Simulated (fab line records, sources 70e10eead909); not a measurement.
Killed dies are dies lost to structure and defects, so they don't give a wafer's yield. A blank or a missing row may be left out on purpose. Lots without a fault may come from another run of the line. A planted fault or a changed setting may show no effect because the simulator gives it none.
Which tool did it? | flow nand_harc | 24 lots, 72 wafers sampled, at 4 steps of a route of 1302

WHAT THE GAUGES READ, wafer by wafer
NHARC_P_STI_INSPECT_11.
lot  | measured     | on                | raw_defect_count
L074 | day 2 18:50  | defect_inspect-01 | 4 6 2
L075 | day 3 04:56  | defect_inspect-01 | 4 7 6
L076 | day 3 16:19  | defect_inspect-01 | 3 2 2
L077 | day 4 00:25  | defect_inspect-01 | 2 1 6
L078 | day 4 13:31  | defect_inspect-01 | 4 8 10
L079 | day 4 21:29  | defect_inspect-01 | 4 11 4
L080 | day 5 07:50  | defect_inspect-02 | 8 7 3
L081 | day 5 16:05  | defect_inspect-02 | 4 3 7
L082 | day 6 04:40  | defect_inspect-02 | 7 6 8
L083 | day 6 12:10  | defect_inspect-02 | 5 4 4
L084 | day 6 23:44  | defect_inspect-02 | 4 7 11
L085 | day 7 08:23  | defect_inspect-02 | 7 6 4
L086 | day 7 18:21  | defect_inspect-02 | 8 7 4
L087 | day 8 05:34  | defect_inspect-02 | 6 9 7
L088 | day 8 16:56  | defect_inspect-01 | 4 6 1
L089 | day 9 03:57  | defect_inspect-02 | 4 9 5
L090 | day 9 12:26  | defect_inspect-01 | 2 4 3
L091 | day 9 20:20  | defect_inspect-01 | 3 5 2
L092 | day 10 07:07 | defect_inspect-01 | 9 5 6
L093 | day 10 17:47 | defect_inspect-02 | 7 6 6
L094 | day 11 04:06 | defect_inspect-02 | 4 2 6
L095 | day 11 12:45 | defect_inspect-02 | 2 7 4
L096 | day 12 00:16 | defect_inspect-01 | 1 7 3
L097 | day 12 09:12 | defect_inspect-01 | 5 5 5

NHARC_P_GATE_INSPECT_28.
lot  | measured     | on                | raw_defect_count
L074 | day 4 18:48  | defect_inspect-01 | 8 9 5
L075 | day 5 12:34  | defect_inspect-02 | 14 8 7
L076 | day 5 22:13  | defect_inspect-01 | 10 9 6
L077 | day 6 02:02  | defect_inspect-02 | 8 6 5
L078 | day 6 20:04  | defect_inspect-02 | 4 2 7
L079 | day 7 00:25  | defect_inspect-02 | 13 7 13
L080 | day 7 14:38  | defect_inspect-02 | 8 10 7
L081 | day 7 17:37  | defect_inspect-01 | 3 7 5
L082 | day 8 08:49  | defect_inspect-02 | 3 5 1
L083 | day 8 15:14  | defect_inspect-01 | 4 7 4
L084 | day 9 10:50  | defect_inspect-01 | 5 3 1
L085 | day 9 13:05  | defect_inspect-02 | 8 8 5
L086 | day 10 02:49 | defect_inspect-02 | 9 4 8
L087 | day 10 12:23 | defect_inspect-01 | 2 7 4
L088 | day 11 03:37 | defect_inspect-01 | 6 5 6
L089 | day 11 04:21 | defect_inspect-01 | 14 13 20
L090 | day 11 19:02 | defect_inspect-02 | 8 7 8
L091 | day 12 01:28 | defect_inspect-02 | 8 6 8
L092 | day 12 15:35 | defect_inspect-01 | 7 1 12
L093 | day 13 02:50 | defect_inspect-01 | 9 4 6
L094 | day 13 09:00 | defect_inspect-02 | 5 4 8
L095 | day 13 13:44 | defect_inspect-02 | 15 11 9
L096 | day 14 05:29 | defect_inspect-02 | 4 4 2
L097 | day 14 09:46 | defect_inspect-02 | 5 6 5

NHARC_P_M1_THK_MEAS_24: measures by xrf.
lot  | measured     | on            | thk_nm (nm)
L074 | day 6 01:27  | film_metro-01 | 157.1 157.7 156.9
L075 | day 6 19:49  | film_metro-02 | 157.2 157.6 158.8
L076 | day 7 05:01  | film_metro-02 | 157.2 160.0 159.6
L077 | day 7 08:58  | film_metro-01 | 157.1 156.2 155.8
L078 | day 8 02:45  | film_metro-02 | 159.9 159.1 159.2
L079 | day 8 07:34  | film_metro-02 | 158.6 159.4 158.4
L080 | day 8 21:25  | film_metro-01 | 157.6 159.0 156.7
L081 | day 9 00:45  | film_metro-01 | 158.1 158.9 158.2
L082 | day 9 15:46  | film_metro-02 | 157.9 159.7 156.7
L083 | day 9 22:14  | film_metro-02 | 160.8 160.9 159.4
L084 | day 10 17:31 | film_metro-01 | 157.6 157.3 156.9
L085 | day 10 20:00 | film_metro-01 | 158.4 159.0 156.5
L086 | day 11 13:21 | film_metro-02 | 156.6 156.7 156.9
L087 | day 11 19:29 | film_metro-02 | 157.1 155.7 159.5
L088 | day 12 12:34 | film_metro-02 | 160.3 158.5 157.1
L089 | day 12 13:02 | film_metro-01 | 157.7 159.8 157.5
L090 | day 13 02:28 | film_metro-01 | 158.6 156.7 159.4
L091 | day 13 08:04 | film_metro-01 | 157.8 158.8 161.0
L092 | day 13 22:40 | film_metro-01 | 159.6 158.6 159.5
L093 | day 14 12:40 | film_metro-02 | 156.5 158.1 159.0
L094 | day 14 16:07 | film_metro-02 | 157.7 158.5 159.5
L095 | day 14 20:26 | film_metro-02 | 160.0 157.1 158.1
L096 | day 15 12:37 | film_metro-02 | 157.8 156.6 159.6
L097 | day 15 16:53 | film_metro-01 | 158.3 159.9 157.7

WHICH TOOL RAN EACH LOT (tool, then ch and the chambers of the sampled wafers, then the start)
lot  | NHARC_P_M1_PVD_21
L074 | pvd_sputter-01, day 6 01:27 or earlier
L075 | pvd_sputter-01, day 6 19:49 or earlier
L076 | pvd_sputter-02, day 7 05:01 or earlier
L077 | pvd_sputter-01, day 7 08:58 or earlier
L078 | pvd_sputter-02, day 8 02:45 or earlier
L079 | pvd_sputter-02, day 8 07:34 or earlier
L080 | pvd_sputter-01, day 8 21:25 or earlier
L081 | pvd_sputter-02, day 9 00:45 or earlier
L082 | pvd_sputter-01, day 9 15:46 or earlier
L083 | pvd_sputter-02, day 9 22:14 or earlier
L084 | pvd_sputter-03, day 10 17:31 or earlier
L085 | pvd_sputter-03, day 10 20:00 or earlier
L086 | pvd_sputter-02, day 11 13:21 or earlier
L087 | pvd_sputter-01, day 11 19:29 or earlier
L088 | pvd_sputter-03, day 12 12:34 or earlier
L089 | pvd_sputter-02, day 12 13:02 or earlier
L090 | pvd_sputter-01, day 13 02:28 or earlier
L091 | pvd_sputter-01, day 13 08:04 or earlier
L092 | pvd_sputter-03, day 13 22:40 or earlier
L093 | pvd_sputter-02, day 14 12:40 or earlier
L094 | pvd_sputter-01, day 14 16:07 or earlier
L095 | pvd_sputter-01, day 14 20:26 or earlier
L096 | pvd_sputter-01, day 15 12:37 or earlier
L097 | pvd_sputter-02, day 15 16:53 or earlier
- NHARC_P_M1_PVD_21: deposits Cu, target thk 30 nm, time 20.49 s.

WHAT THE TOOLS THEMSELVES READ (means of the sampled wafers that have a number; where no wafer has one, the mark that the record gives instead)
NHARC_P_M1_PVD_21.
lot  | tool           | throttle_valve_pct (%)
L074 | pvd_sputter-01 | 30.1
L075 | pvd_sputter-01 | 30.4
L076 | pvd_sputter-02 | 28.9
L077 | pvd_sputter-01 | 30.1
L078 | pvd_sputter-02 | 30.4
L079 | pvd_sputter-02 | 28.9
L080 | pvd_sputter-01 | 31.0
L081 | pvd_sputter-02 | 29.0
L082 | pvd_sputter-01 | 30.3
L083 | pvd_sputter-02 | 29.4
L084 | pvd_sputter-03 | 30.2
L085 | pvd_sputter-03 | 29.4
L086 | pvd_sputter-02 | 29.3
L087 | pvd_sputter-01 | 30.0
L088 | pvd_sputter-03 | 29.1
L089 | pvd_sputter-02 | 28.9
L090 | pvd_sputter-01 | 30.8
L091 | pvd_sputter-01 | 31.3
L092 | pvd_sputter-03 | 29.3
L093 | pvd_sputter-02 | 30.4
L094 | pvd_sputter-01 | 30.3
L095 | pvd_sputter-01 | 31.0
L096 | pvd_sputter-01 | 30.3
L097 | pvd_sputter-02 | 30.5

THE ANSWER, worked out from the rows above alone
Rule: what is usual is taken from the lots themselves. Put in order of their means at a reading, lots are off if they are a third of the lots or fewer, leave a main group of 4 or more, and stand apart from it by a gap of 3 or more times the standard deviation of the main group's means; of several such gaps the widest counts. A main group whose means are all the same, to the digits that the tables above print for the reading, isn't used. A lot without any number at a reading at which 4 lots or more have one is off too. The other lots that the step has rows for count as sound. The gauges are gone through in route order, then the tools' own readings, and for those a lot's mean is taken as printed above. The first step at which some lot is off is used, and at that step the reading that is off furthest; a lot without a number counts as furthest.
No lot is off at any reading shown: from this, nothing can be told.

WHAT THE SIMULATOR HAD PUT IN
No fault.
